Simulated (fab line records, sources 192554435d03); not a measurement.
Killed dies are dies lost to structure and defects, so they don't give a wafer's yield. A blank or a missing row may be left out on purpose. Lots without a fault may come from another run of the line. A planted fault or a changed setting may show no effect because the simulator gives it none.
Which tool did it? | flow n5_finfet | 24 lots, 72 wafers sampled, at 4 steps of a route of 1938

WHAT THE GAUGES READ, wafer by wafer
N5_BEOL_M4_THK_MEAS_53: measures by xrf.
lot  | measured     | on            | M4_THK (nm)
L074 | day 8 01:59  | film_metro-01 | 40.2 40.4 41.5
L076 | day 8 19:34  | film_metro-01 | 38.5 39.4 38.6
L075 | day 9 10:44  | film_metro-01 | 39.1 39.7 39.6
L078 | day 9 16:41  | film_metro-02 | 40.9 40.3 40.4
L077 | day 9 23:19  | film_metro-02 | 42.9 41.1 41.7
L079 | day 10 15:02 | film_metro-02 | 39.8 40.3 41.0
L083 | day 10 15:26 | film_metro-02 | 38.8 41.7 40.4
L081 | day 10 18:11 | film_metro-01 | 40.0 38.4 39.3
L080 | day 10 18:34 | film_metro-01 | 39.7 39.6 38.6
L084 | day 11 10:55 | film_metro-01 | 38.7 40.0 39.2
L085 | day 11 23:22 | film_metro-01 | 39.7 40.1 39.9
L082 | day 11 07:37 | film_metro-02 | 41.4 41.8 41.0
L087 | day 11 11:32 | film_metro-02 | 41.4 41.4 41.8
L086 | day 12 05:05 | film_metro-01 | 40.6 41.6 42.1
L090 | day 12 09:41 | film_metro-01 | 40.8 40.9 39.7
L088 | day 12 12:19 | film_metro-01 | 40.2 39.3 38.8
L089 | day 12 20:24 | film_metro-01 | 39.5 41.8 39.8
L091 | day 13 11:20 | film_metro-02 | 40.4 40.1 38.8
L092 | day 13 11:26 | film_metro-02 | 39.8 41.1 40.7
L093 | day 13 12:06 | film_metro-01 | 40.6 39.9 42.7
L096 | day 13 18:49 | film_metro-01 | 40.6 41.2 40.5
L095 | day 14 02:43 | film_metro-02 | 39.2 41.2 41.1
L094 | day 13 20:40 | film_metro-02 | 43.0 42.9 41.4
L097 | day 14 19:21 | film_metro-02 | 41.6 38.7 41.2

WHICH TOOL RAN EACH LOT (tool, then ch and the chambers of the sampled wafers, then the start)
lot  | N5_BEOL_M4_ALD_98                 | N5_BEOL_M4_ANNEAL_49         | N5_BEOL_M4_ANNEAL_82
L074 | ald_sin-04 ch 0,3, day 7 14:37    | pvd_sputter-01, day 7 23:30  | pvd_sputter-01, day 7 23:56
L076 | ald_sin-04 ch 1,3, day 8 06:02    | pvd_sputter-01, day 8 17:06  | pvd_sputter-01, day 8 17:32
L075 | ald_sin-01 ch 0,2,3, day 8 11:00  | pvd_sputter-02, day 9 08:14  | pvd_sputter-02, day 9 08:40
L078 | ald_sin-01 ch 2,3, day 9 04:11    | pvd_sputter-01, day 9 14:11  | pvd_sputter-01, day 9 14:38
L077 | ald_sin-01 ch 1,2, day 9 17:17    | pvd_sputter-01, day 9 20:41  | pvd_sputter-01, day 9 21:07
L079 | ald_sin-02 ch 0,1,2, day 10 01:02 | pvd_sputter-03, day 10 12:34 | pvd_sputter-03, day 10 13:01
L083 | ald_sin-04 ch 2,3, day 10 08:47   | pvd_sputter-02, day 10 12:41 | pvd_sputter-02, day 10 13:08
L081 | ald_sin-01 ch 1,3, day 10 10:20   | pvd_sputter-02, day 10 15:43 | pvd_sputter-02, day 10 16:09
L080 | ald_sin-01 ch 0,2, day 10 13:45   | pvd_sputter-03, day 10 16:05 | pvd_sputter-03, day 10 16:32
L084 | ald_sin-01 ch 0,1, day 10 20:10   | pvd_sputter-02, day 11 08:26 | pvd_sputter-02, day 11 08:53
L085 | ald_sin-04 ch 0,1, day 11 00:40   | pvd_sputter-01, day 11 20:53 | pvd_sputter-01, day 11 21:20
L082 | ald_sin-02 ch 0,3, day 11 01:22   | pvd_sputter-02, day 11 05:08 | pvd_sputter-02, day 11 05:35
L087 | ald_sin-02 ch 1,2,3, day 11 05:18 | pvd_sputter-03, day 11 09:01 | pvd_sputter-03, day 11 09:28
L086 | ald_sin-02 ch 0,1,2, day 11 07:22 | pvd_sputter-03, day 12 02:01 | pvd_sputter-03, day 12 02:27
L090 | ald_sin-04 ch 1,2,3, day 11 18:31 | pvd_sputter-03, day 12 07:05 | pvd_sputter-03, day 12 07:32
L088 | ald_sin-02 ch 0,2,3, day 11 21:13 | pvd_sputter-01, day 12 09:39 | pvd_sputter-01, day 12 10:05
L089 | ald_sin-02 ch 0,3, day 12 07:49   | pvd_sputter-02, day 12 17:56 | pvd_sputter-02, day 12 18:22
L091 | ald_sin-02 ch 0,1,2, day 12 14:01 | pvd_sputter-01, day 13 08:52 | pvd_sputter-01, day 13 09:18
L092 | ald_sin-04 ch 1,2,3, day 12 18:19 | pvd_sputter-02, day 13 08:58 | pvd_sputter-02, day 13 09:25
L093 | ald_sin-02 ch 0,2,3, day 13 02:48 | pvd_sputter-03, day 13 09:38 | pvd_sputter-03, day 13 10:04
L096 | ald_sin-04 ch 1,3, day 13 07:13   | pvd_sputter-03, day 13 16:22 | pvd_sputter-03, day 13 16:48
L095 | ald_sin-01 ch 1,2,3, day 13 09:05 | pvd_sputter-03, day 14 00:13 | pvd_sputter-03, day 14 00:40
L094 | ald_sin-01 ch 0,3, day 13 09:32   | pvd_sputter-03, day 13 18:12 | pvd_sputter-03, day 13 18:38
L097 | ald_sin-02 ch 0,2, day 13 22:02   | pvd_sputter-02, day 14 16:53 | pvd_sputter-02, day 14 17:19
- N5_BEOL_M4_ALD_98: deposits SiO2, target thk 2.5 nm, pulse time 1 s, co reactant pulse time 1 s.
- N5_BEOL_M4_ANNEAL_49: time 240 s.
- N5_BEOL_M4_ANNEAL_82: time 240 s.

WHAT THE TOOLS THEMSELVES READ (means of the sampled wafers that have a number; where no wafer has one, the mark that the record gives instead)
N5_BEOL_M4_ALD_98.
lot  | tool       | heater_power_outer_w (W) | heater_power_w (W) | precursor_pulse_height_rel
L074 | ald_sin-04 | 42                       | 80                 | 1.001
L076 | ald_sin-04 | 42                       | 78                 | 1.012
L075 | ald_sin-01 | 41                       | 76                 | 1.011
L078 | ald_sin-01 | 40                       | 75                 | 0.999
L077 | ald_sin-01 | 41                       | 77                 | 1.009
L079 | ald_sin-02 | 42                       | 80                 | 0.998
L083 | ald_sin-04 | 36                       | 72                 | 1.002
L081 | ald_sin-01 | 44                       | 81                 | 0.988
L080 | ald_sin-01 | 39                       | 75                 | 0.993
L084 | ald_sin-01 | 43                       | 77                 | 0.997
L085 | ald_sin-04 | 44                       | 83                 | 1.005
L082 | ald_sin-02 | 42                       | 84                 | 0.986
L087 | ald_sin-02 | 37                       | 70                 | 0.996
L086 | ald_sin-02 | 42                       | 81                 | 1.010
L090 | ald_sin-04 | 39                       | 75                 | 1.021
L088 | ald_sin-02 | 41                       | 78                 | 1.004
L089 | ald_sin-02 | 43                       | 82                 | 1.005
L091 | ald_sin-02 | 42                       | 82                 | 1.004
L092 | ald_sin-04 | 38                       | 73                 | 1.006
L093 | ald_sin-02 | 40                       | 77                 | 1.001
L096 | ald_sin-04 | 41                       | 74                 | 1.009
L095 | ald_sin-01 | 42                       | 78                 | 0.996
L094 | ald_sin-01 | 42                       | 79                 | 0.975
L097 | ald_sin-02 | 45                       | 88                 | 0.994

N5_BEOL_M4_ANNEAL_49.
lot  | tool           | heater_power_w (W)
L074 | pvd_sputter-01 | 660
L076 | pvd_sputter-01 | 763
L075 | pvd_sputter-02 | 809
L078 | pvd_sputter-01 | 667
L077 | pvd_sputter-01 | 710
L079 | pvd_sputter-03 | 800
L083 | pvd_sputter-02 | 773
L081 | pvd_sputter-02 | 799
L080 | pvd_sputter-03 | 818
L084 | pvd_sputter-02 | 822
L085 | pvd_sputter-01 | 673
L082 | pvd_sputter-02 | 813
L087 | pvd_sputter-03 | 749
L086 | pvd_sputter-03 | 819
L090 | pvd_sputter-03 | 776
L088 | pvd_sputter-01 | 697
L089 | pvd_sputter-02 | 875
L091 | pvd_sputter-01 | 715
L092 | pvd_sputter-02 | 831
L093 | pvd_sputter-03 | 835
L096 | pvd_sputter-03 | 828
L095 | pvd_sputter-03 | 783
L094 | pvd_sputter-03 | 785
L097 | pvd_sputter-02 | 830

N5_BEOL_M4_ANNEAL_82.
lot  | tool           | heater_power_w (W)
L074 | pvd_sputter-01 | 669
L076 | pvd_sputter-01 | 760
L075 | pvd_sputter-02 | 816
L078 | pvd_sputter-01 | 667
L077 | pvd_sputter-01 | 715
L079 | pvd_sputter-03 | 810
L083 | pvd_sputter-02 | 774
L081 | pvd_sputter-02 | 800
L080 | pvd_sputter-03 | 825
L084 | pvd_sputter-02 | 837
L085 | pvd_sputter-01 | 678
L082 | pvd_sputter-02 | 812
L087 | pvd_sputter-03 | 752
L086 | pvd_sputter-03 | 826
L090 | pvd_sputter-03 | 779
L088 | pvd_sputter-01 | 711
L089 | pvd_sputter-02 | 886
L091 | pvd_sputter-01 | 722
L092 | pvd_sputter-02 | 817
L093 | pvd_sputter-03 | 833
L096 | pvd_sputter-03 | 839
L095 | pvd_sputter-03 | 791
L094 | pvd_sputter-03 | 777
L097 | pvd_sputter-02 | 822

THE ANSWER, worked out from the rows above alone
Rule: what is usual is taken from the lots themselves. Put in order of their means at a reading, lots are off if they are a third of the lots or fewer, leave a main group of 4 or more, and stand apart from it by a gap of 3 or more times the standard deviation of the main group's means; of several such gaps the widest counts. A main group whose means are all the same, to the digits that the tables above print for the reading, isn't used. A lot without any number at a reading at which 4 lots or more have one is off too. The other lots that the step has rows for count as sound. The gauges are gone through in route order, then the tools' own readings, and for those a lot's mean is taken as printed above. The first step at which some lot is off is used, and at that step the reading that is off furthest; a lot without a number counts as furthest.
No lot is off at any reading shown: from this, nothing can be told.

WHAT THE SIMULATOR HAD PUT IN
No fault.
